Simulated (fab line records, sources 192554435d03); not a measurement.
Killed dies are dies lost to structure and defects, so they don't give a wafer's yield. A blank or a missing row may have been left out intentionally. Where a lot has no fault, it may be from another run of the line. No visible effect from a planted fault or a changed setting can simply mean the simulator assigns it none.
Which of the tools did it? || flow n5-finfet || 8 lots with 24 wafers sampled at 6 steps, on a route of 1938 steps

## WHAT THE GAUGES SHOWED, per wafer
N5_WELL_APT_OVL_MEAS_26. Usual: for PWELL_OVL the level is -3 nm and the standard deviation is 4.7.
{"lot": "L447", "measured": "day 1 15:04", "on": "overlay-02", "PWELL_OVL (nm)": "-1 -4 -1", "flag": ""}
{"lot": "L457", "measured": "day 4 03:06", "on": "overlay-02", "PWELL_OVL (nm)": "-2 -5 -9", "flag": ""}
{"lot": "L467", "measured": "day 6 15:00", "on": "overlay-02", "PWELL_OVL (nm)": "-8 -2 -5", "flag": ""}
{"lot": "L468", "measured": "day 6 20:58", "on": "overlay-02", "PWELL_OVL (nm)": "-6 -2 -6", "flag": ""}
{"lot": "L469", "measured": "day 7 03:04", "on": "overlay-02", "PWELL_OVL (nm)": "-2 -6 -4", "flag": ""}
{"lot": "L470", "measured": "day 7 09:26", "on": "overlay-01", "PWELL_OVL (nm)": "1 1 1", "flag": ""}

N5_BEOL_M4_RC_MEAS_101. Usual: DIBL_N 36.2 mV/V, standard deviation 1.2; DIBL_P 36.3 mV/V, standard deviation 1.3; IOFF_N 0.155 nA/um, standard deviation 0.019; IOFF_P 0.210 nA/um, standard deviation 0.029; ION_N 677 uA/um, standard deviation 8.6; ION_P 465 uA/um, standard deviation 6.8; SS_N 71.4 mV/dec, standard deviation 0.48; SS_P 73.2 mV/dec, standard deviation 0.53; VT_N 249.9 mV, standard deviation 2.4; VT_P -250 mV, standard deviation 3.2.
{"lot": "L447", "measured": "day 7 14:26", "on": "prober-02", "DIBL_N (mV/V)": "36.5 36.3 37.5", "DIBL_P (mV/V)": "36.8 36.4 37.9", "IOFF_N (nA/um)": "0.157 0.153 0.178", "IOFF_P (nA/um)": "0.199 0.198 0.220", "ION_N (uA/um)": "672 673 685", "ION_P (uA/um)": "464 459 469", "SS_N (mV/dec)": "71.7 71.1 71.9", "SS_P (mV/dec)": "72.9 73.6 72.6", "VT_N (mV)": "250.5 251.6 249.3", "VT_P (mV)": "-252 -250 -250", "flag": ""}
{"lot": "L457", "measured": "day 11 05:05", "on": "prober-01", "DIBL_N (mV/V)": "34.4 36.1 37.6", "DIBL_P (mV/V)": "33.4 36.1 37.4", "IOFF_N (nA/um)": "0.117 0.154 0.181", "IOFF_P (nA/um)": "0.192 0.227 0.253", "ION_N (uA/um)": "669 680 684", "ION_P (uA/um)": "470 474 470", "SS_N (mV/dec)": "70.6 71.4 71.6", "SS_P (mV/dec)": "72.5 73.4 74.0", "VT_N (mV)": "253.2 250.9 246.6", "VT_P (mV)": "-245 -247 -247", "flag": ""}
{"lot": "L467", "measured": "day 13 15:44", "on": "prober-02", "DIBL_N (mV/V)": "34.4 35.5 35.8", "DIBL_P (mV/V)": "35.3 36.5 36.0", "IOFF_N (nA/um)": "0.122 0.139 0.135", "IOFF_P (nA/um)": "0.160 0.180 0.172", "ION_N (uA/um)": "668 681 664", "ION_P (uA/um)": "457 462 452", "SS_N (mV/dec)": "70.6 71.3 71.3", "SS_P (mV/dec)": "72.8 73.1 72.6", "VT_N (mV)": "253.7 249.6 249.5", "VT_P (mV)": "-255 -254 -251", "flag": ""}
{"lot": "L468", "measured": "day 13 20:10", "on": "prober-02", "DIBL_N (mV/V)": "37.6 37.3 37.2", "DIBL_P (mV/V)": "36.5 37.1 36.3", "IOFF_N (nA/um)": "0.155 0.156 0.147", "IOFF_P (nA/um)": "0.207 0.218 0.203", "ION_N (uA/um)": "665 680 671", "ION_P (uA/um)": "457 465 467", "SS_N (mV/dec)": "71.7 71.6 71.3", "SS_P (mV/dec)": "72.6 72.3 73.1", "VT_N (mV)": "250.2 250.3 250.7", "VT_P (mV)": "-250 -249 -249", "flag": ""}
{"lot": "L469", "measured": "day 14 17:31", "on": "prober-02", "DIBL_N (mV/V)": "36.7 36.6 37.7", "DIBL_P (mV/V)": "36.1 35.9 38.0", "IOFF_N (nA/um)": "0.170 0.166 0.184", "IOFF_P (nA/um)": "0.206 0.199 0.240", "ION_N (uA/um)": "676 676 690", "ION_P (uA/um)": "466 461 471", "SS_N (mV/dec)": "71.5 70.6 72.1", "SS_P (mV/dec)": "73.0 73.5 73.9", "VT_N (mV)": "247.0 250.3 245.6", "VT_P (mV)": "-251 -252 -249", "flag": ""}
{"lot": "L470", "measured": "day 14 10:47", "on": "prober-02", "DIBL_N (mV/V)": "35.4 36.9 37.4", "DIBL_P (mV/V)": "33.4 35.5 36.0", "IOFF_N (nA/um)": "0.128 0.159 0.164", "IOFF_P (nA/um)": "0.159 0.188 0.199", "ION_N (uA/um)": "657 673 674", "ION_P (uA/um)": "451 459 458", "SS_N (mV/dec)": "70.9 71.7 71.9", "SS_P (mV/dec)": "72.4 72.8 73.6", "VT_N (mV)": "252.2 250.4 249.7", "VT_P (mV)": "-254 -251 -252", "flag": ""}

## TOOL THAT RAN EACH LOT (tool first, then ch and the chambers of the sampled wafers, then the start)
{"lot": "L447", "N5_ZERO_LAYER_ETCH_18": "rie-si-06 ch 0,1,2, day 1 12:53", "N5_ZERO_LAYER_STRIP_24": "plasma-asher-02 ch 0,1, day 1 12:59", "N5_PMOS_HMC_CHANNEL_EPI_ETCH_32": "rie-diel-06 ch 0,1,2, day 1 17:38", "N5_PMOS_HMC_CHANNEL_EPI_STRIP_33": "rie-diel-06 ch 0,1,2, day 1 17:44"}
{"lot": "L457", "N5_ZERO_LAYER_ETCH_18": "rie-si-02 ch 0,1,3, day 4 00:55", "N5_ZERO_LAYER_STRIP_24": "plasma-asher-01 ch 0,1, day 4 01:01", "N5_PMOS_HMC_CHANNEL_EPI_ETCH_32": "rie-diel-03 ch 0,2,3, day 4 05:59", "N5_PMOS_HMC_CHANNEL_EPI_STRIP_33": "rie-diel-03 ch 0,2,3, day 4 06:05"}
{"lot": "L462", "N5_ZERO_LAYER_ETCH_18": "rie-si-06 ch 0,1,2, day 5 07:02", "N5_ZERO_LAYER_STRIP_24": "plasma-asher-01 ch 0,1, day 5 07:10", "N5_PMOS_HMC_CHANNEL_EPI_ETCH_32": "-", "N5_PMOS_HMC_CHANNEL_EPI_STRIP_33": "-"}
{"lot": "L463", "N5_ZERO_LAYER_ETCH_18": "rie-si-02 ch 0,1,3, day 5 12:56", "N5_ZERO_LAYER_STRIP_24": "plasma-asher-02 ch 0,1, day 5 13:02", "N5_PMOS_HMC_CHANNEL_EPI_ETCH_32": "-", "N5_PMOS_HMC_CHANNEL_EPI_STRIP_33": "-"}
{"lot": "L467", "N5_ZERO_LAYER_ETCH_18": "rie-si-06 ch 1,2,3, day 6 12:56", "N5_ZERO_LAYER_STRIP_24": "plasma-asher-01 ch 0,1, day 6 13:02", "N5_PMOS_HMC_CHANNEL_EPI_ETCH_32": "rie-diel-06 ch 0,1,3, day 6 17:22", "N5_PMOS_HMC_CHANNEL_EPI_STRIP_33": "rie-diel-06 ch 0,1,3, day 6 17:28"}
{"lot": "L468", "N5_ZERO_LAYER_ETCH_18": "rie-si-02 ch 2,3, day 6 18:49", "N5_ZERO_LAYER_STRIP_24": "plasma-asher-02 ch 0,1, day 6 18:55", "N5_PMOS_HMC_CHANNEL_EPI_ETCH_32": "rie-diel-05 ch 0,3, day 6 23:50", "N5_PMOS_HMC_CHANNEL_EPI_STRIP_33": "rie-diel-05 ch 0,3, day 6 23:56"}
{"lot": "L469", "N5_ZERO_LAYER_ETCH_18": "rie-si-01 ch 1,2, day 7 00:55", "N5_ZERO_LAYER_STRIP_24": "plasma-asher-01 ch 0,1, day 7 01:02", "N5_PMOS_HMC_CHANNEL_EPI_ETCH_32": "rie-diel-03 ch 0,1,3, day 7 05:41", "N5_PMOS_HMC_CHANNEL_EPI_STRIP_33": "rie-diel-03 ch 0,1,3, day 7 05:47"}
{"lot": "L470", "N5_ZERO_LAYER_ETCH_18": "rie-si-06 ch 0,3, day 7 06:55", "N5_ZERO_LAYER_STRIP_24": "plasma-asher-01 ch 0,1, day 7 07:01", "N5_PMOS_HMC_CHANNEL_EPI_ETCH_32": "rie-diel-06 ch 2,3, day 7 11:57", "N5_PMOS_HMC_CHANNEL_EPI_STRIP_33": "rie-diel-06 ch 2,3, day 7 12:03"}
- N5_ZERO_LAYER_ETCH_18: etches Si in HBr/Cl2, target depth 120 nm, time 40 s.
- N5_ZERO_LAYER_STRIP_24: strips in O2.
- N5_PMOS_HMC_CHANNEL_EPI_ETCH_32: etches BARC in N2/H2, stops on SiO2, target depth 85.8 nm, time 50.3 s.
- N5_PMOS_HMC_CHANNEL_EPI_STRIP_33: strips in N2/H2.

## WHAT THE TOOLS THEMSELVES READ (means of the sampled wafers that have a number; where no wafer has one, the mark that the record gives instead)
N5_ZERO_LAYER_ETCH_18. Usual: HBr_flow_sccm 150.0 sccm, standard deviation 0.42; bias-w 75.04 W, standard deviation 0.22; drypump-motor-current-A 5.6 A, standard deviation 0.49; mfc-cl2-sccm 79.96 sccm, standard deviation 0.26; oes-product-au 0.997 a.u., standard deviation 0.012; throttle-valve-pct 36.34 %, standard deviation 0.27.
{"lot": "L447", "tool": "rie-si-06", "HBr_flow_sccm (sccm)": 150.1, "bias-w (W)": 75.32, "drypump-motor-current-A (A)": 5.3, "mfc-cl2-sccm (sccm)": 79.86, "oes-product-au (a.u.)": 0.990, "throttle-valve-pct (%)": 36.24, "flag": ""}
{"lot": "L457", "tool": "rie-si-02", "HBr_flow_sccm (sccm)": 150.2, "bias-w (W)": 74.97, "drypump-motor-current-A (A)": 5.9, "mfc-cl2-sccm (sccm)": 79.91, "oes-product-au (a.u.)": 0.999, "throttle-valve-pct (%)": 36.34, "flag": ""}
{"lot": "L462", "tool": "rie-si-06", "HBr_flow_sccm (sccm)": "-", "bias-w (W)": "-", "drypump-motor-current-A (A)": "-", "mfc-cl2-sccm (sccm)": "-", "oes-product-au (a.u.)": "-", "throttle-valve-pct (%)": "-", "flag": "OFF"}
{"lot": "L463", "tool": "rie-si-02", "HBr_flow_sccm (sccm)": "-", "bias-w (W)": "-", "drypump-motor-current-A (A)": "-", "mfc-cl2-sccm (sccm)": "-", "oes-product-au (a.u.)": "-", "throttle-valve-pct (%)": "-", "flag": "OFF"}
{"lot": "L467", "tool": "rie-si-06", "HBr_flow_sccm (sccm)": 150.1, "bias-w (W)": 74.98, "drypump-motor-current-A (A)": 5.8, "mfc-cl2-sccm (sccm)": 79.86, "oes-product-au (a.u.)": 0.994, "throttle-valve-pct (%)": 36.09, "flag": ""}
{"lot": "L468", "tool": "rie-si-02", "HBr_flow_sccm (sccm)": 149.8, "bias-w (W)": 74.86, "drypump-motor-current-A (A)": 5.8, "mfc-cl2-sccm (sccm)": 79.88, "oes-product-au (a.u.)": 0.988, "throttle-valve-pct (%)": 36.40, "flag": ""}
{"lot": "L469", "tool": "rie-si-01", "HBr_flow_sccm (sccm)": 150.2, "bias-w (W)": 75.09, "drypump-motor-current-A (A)": 5.4, "mfc-cl2-sccm (sccm)": 79.82, "oes-product-au (a.u.)": 0.988, "throttle-valve-pct (%)": 36.17, "flag": ""}
{"lot": "L470", "tool": "rie-si-06", "HBr_flow_sccm (sccm)": 149.9, "bias-w (W)": 75.10, "drypump-motor-current-A (A)": 5.7, "mfc-cl2-sccm (sccm)": 80.08, "oes-product-au (a.u.)": 0.993, "throttle-valve-pct (%)": 36.49, "flag": ""}

N5_ZERO_LAYER_STRIP_24. Usual: drypump-motor-current-A 6.0 A, standard deviation 0.53; heater-power-w 329 W, standard deviation 33; oes-product-au 0.647 a.u., standard deviation 0.0044; strip-time-to-endpoint-s 43.86 s, standard deviation 0.069.
{"lot": "L447", "tool": "plasma-asher-02", "drypump-motor-current-A (A)": 6.3, "heater-power-w (W)": 300, "oes-product-au (a.u.)": 0.648, "strip-time-to-endpoint-s (s)": 43.84, "flag": ""}
{"lot": "L457", "tool": "plasma-asher-01", "drypump-motor-current-A (A)": 5.9, "heater-power-w (W)": 354, "oes-product-au (a.u.)": 0.647, "strip-time-to-endpoint-s (s)": 43.91, "flag": ""}
{"lot": "L462", "tool": "plasma-asher-01", "drypump-motor-current-A (A)": 6.2, "heater-power-w (W)": 340, "oes-product-au (a.u.)": 0.649, "strip-time-to-endpoint-s (s)": 44.99, "flag": "OFF"}
{"lot": "L463", "tool": "plasma-asher-02", "drypump-motor-current-A (A)": 6.2, "heater-power-w (W)": 298, "oes-product-au (a.u.)": 0.653, "strip-time-to-endpoint-s (s)": 45.03, "flag": "OFF"}
{"lot": "L467", "tool": "plasma-asher-01", "drypump-motor-current-A (A)": 5.9, "heater-power-w (W)": 357, "oes-product-au (a.u.)": 0.646, "strip-time-to-endpoint-s (s)": 43.97, "flag": ""}
{"lot": "L468", "tool": "plasma-asher-02", "drypump-motor-current-A (A)": 6.2, "heater-power-w (W)": 299, "oes-product-au (a.u.)": 0.643, "strip-time-to-endpoint-s (s)": 43.89, "flag": ""}
{"lot": "L469", "tool": "plasma-asher-01", "drypump-motor-current-A (A)": 6.2, "heater-power-w (W)": 329, "oes-product-au (a.u.)": 0.652, "strip-time-to-endpoint-s (s)": 43.71, "flag": ""}
{"lot": "L470", "tool": "plasma-asher-01", "drypump-motor-current-A (A)": 6.2, "heater-power-w (W)": 335, "oes-product-au (a.u.)": 0.646, "strip-time-to-endpoint-s (s)": 43.90, "flag": ""}

N5_PMOS_HMC_CHANNEL_EPI_ETCH_32. Usual: bias-w is 150.0 W with standard deviation 0.45, chamber-pressure-mTorr is 29.997 mTorr with standard deviation 0.028, drypump-motor-current-A is 5.5 A with standard deviation 0.37, oes-product-au is 0.66 a.u. with standard deviation 0.054, rf-vpp-V is 524.0 V with standard deviation 1.8, showerhead-plenum-p-Torr is 2.54 Torr with standard deviation 0.057, and throttle-valve-pct is 17.88 % with standard deviation 0.24.
{"lot": "L447", "tool": "rie-diel-06", "bias-w (W)": 149.5, "chamber-pressure-mTorr (mTorr)": 29.987, "drypump-motor-current-A (A)": 5.7, "oes-product-au (a.u.)": 0.66, "rf-vpp-V (V)": 524.4, "showerhead-plenum-p-Torr (Torr)": 2.51, "throttle-valve-pct (%)": 17.96, "flag": ""}
{"lot": "L457", "tool": "rie-diel-03", "bias-w (W)": 149.8, "chamber-pressure-mTorr (mTorr)": 29.998, "drypump-motor-current-A (A)": 5.8, "oes-product-au (a.u.)": 0.64, "rf-vpp-V (V)": 524.4, "showerhead-plenum-p-Torr (Torr)": 2.57, "throttle-valve-pct (%)": 17.86, "flag": ""}
{"lot": "L467", "tool": "rie-diel-06", "bias-w (W)": 149.6, "chamber-pressure-mTorr (mTorr)": 30.008, "drypump-motor-current-A (A)": 5.4, "oes-product-au (a.u.)": 0.60, "rf-vpp-V (V)": 521.7, "showerhead-plenum-p-Torr (Torr)": 2.47, "throttle-valve-pct (%)": 18.09, "flag": ""}
{"lot": "L468", "tool": "rie-diel-05", "bias-w (W)": 150.2, "chamber-pressure-mTorr (mTorr)": 30.042, "drypump-motor-current-A (A)": 5.2, "oes-product-au (a.u.)": 0.65, "rf-vpp-V (V)": 524.0, "showerhead-plenum-p-Torr (Torr)": 2.54, "throttle-valve-pct (%)": 17.75, "flag": ""}
{"lot": "L469", "tool": "rie-diel-03", "bias-w (W)": 150.1, "chamber-pressure-mTorr (mTorr)": 29.999, "drypump-motor-current-A (A)": 5.6, "oes-product-au (a.u.)": 0.72, "rf-vpp-V (V)": 523.2, "showerhead-plenum-p-Torr (Torr)": 2.54, "throttle-valve-pct (%)": 17.78, "flag": ""}
{"lot": "L470", "tool": "rie-diel-06", "bias-w (W)": 150.0, "chamber-pressure-mTorr (mTorr)": 30.010, "drypump-motor-current-A (A)": 5.3, "oes-product-au (a.u.)": 0.62, "rf-vpp-V (V)": 523.5, "showerhead-plenum-p-Torr (Torr)": 2.52, "throttle-valve-pct (%)": 18.04, "flag": ""}

N5_PMOS_HMC_CHANNEL_EPI_STRIP_33. Usual: drypump-motor-current-A 5.5 A, standard deviation 0.37; oes-product-au 0.77 a.u., standard deviation 0.065; rf-vpp-V 54.0 V, standard deviation 1.4; showerhead-plenum-p-Torr 3.36 Torr, standard deviation 0.073; throttle-valve-pct 18.88 %, standard deviation 0.27.
{"lot": "L447", "tool": "rie-diel-06", "drypump-motor-current-A (A)": 5.7, "oes-product-au (a.u.)": 0.79, "rf-vpp-V (V)": 54.5, "showerhead-plenum-p-Torr (Torr)": 3.32, "throttle-valve-pct (%)": 19.01, "flag": ""}
{"lot": "L457", "tool": "rie-diel-03", "drypump-motor-current-A (A)": 5.8, "oes-product-au (a.u.)": 0.73, "rf-vpp-V (V)": 54.2, "showerhead-plenum-p-Torr (Torr)": 3.39, "throttle-valve-pct (%)": 18.86, "flag": ""}
{"lot": "L467", "tool": "rie-diel-06", "drypump-motor-current-A (A)": 5.4, "oes-product-au (a.u.)": 0.71, "rf-vpp-V (V)": 54.9, "showerhead-plenum-p-Torr (Torr)": 3.27, "throttle-valve-pct (%)": 19.15, "flag": ""}
{"lot": "L468", "tool": "rie-diel-05", "drypump-motor-current-A (A)": 5.2, "oes-product-au (a.u.)": 0.75, "rf-vpp-V (V)": 54.4, "showerhead-plenum-p-Torr (Torr)": 3.36, "throttle-valve-pct (%)": 18.69, "flag": ""}
{"lot": "L469", "tool": "rie-diel-03", "drypump-motor-current-A (A)": 5.6, "oes-product-au (a.u.)": 0.84, "rf-vpp-V (V)": 55.2, "showerhead-plenum-p-Torr (Torr)": 3.36, "throttle-valve-pct (%)": 18.84, "flag": ""}
{"lot": "L470", "tool": "rie-diel-06", "drypump-motor-current-A (A)": 5.4, "oes-product-au (a.u.)": 0.72, "rf-vpp-V (V)": 54.5, "showerhead-plenum-p-Torr (Torr)": 3.33, "throttle-valve-pct (%)": 18.98, "flag": ""}

## THE ANSWER, worked out from the rows above alone
Rule: a lot counts as off when the mean over its wafers that have a number is more than 3 standard deviations away from the usual mean. Also off: a lot with no number at a reading for which 4 or more lots have one. Any other lot the step has rows for is counted as sound. After the gauges, taken in route order, come the tools' own readings; for these a lot's mean is taken, as printed above. The first step at which some lot is off is used, and at that step the reading that is off furthest; a lot without a number counts as furthest.
Off: L462, L463, at N5_ZERO_LAYER_ETCH_18 (HBr_flow_sccm). Without a number there: L462, L463.
If a tool, at that step or one of the process steps before it, ran each lot that is off and ran no sound lot following the first of them, it fits. Not one of the candidates tried fits.

## WHAT WAS PUT IN BY THE SIMULATOR
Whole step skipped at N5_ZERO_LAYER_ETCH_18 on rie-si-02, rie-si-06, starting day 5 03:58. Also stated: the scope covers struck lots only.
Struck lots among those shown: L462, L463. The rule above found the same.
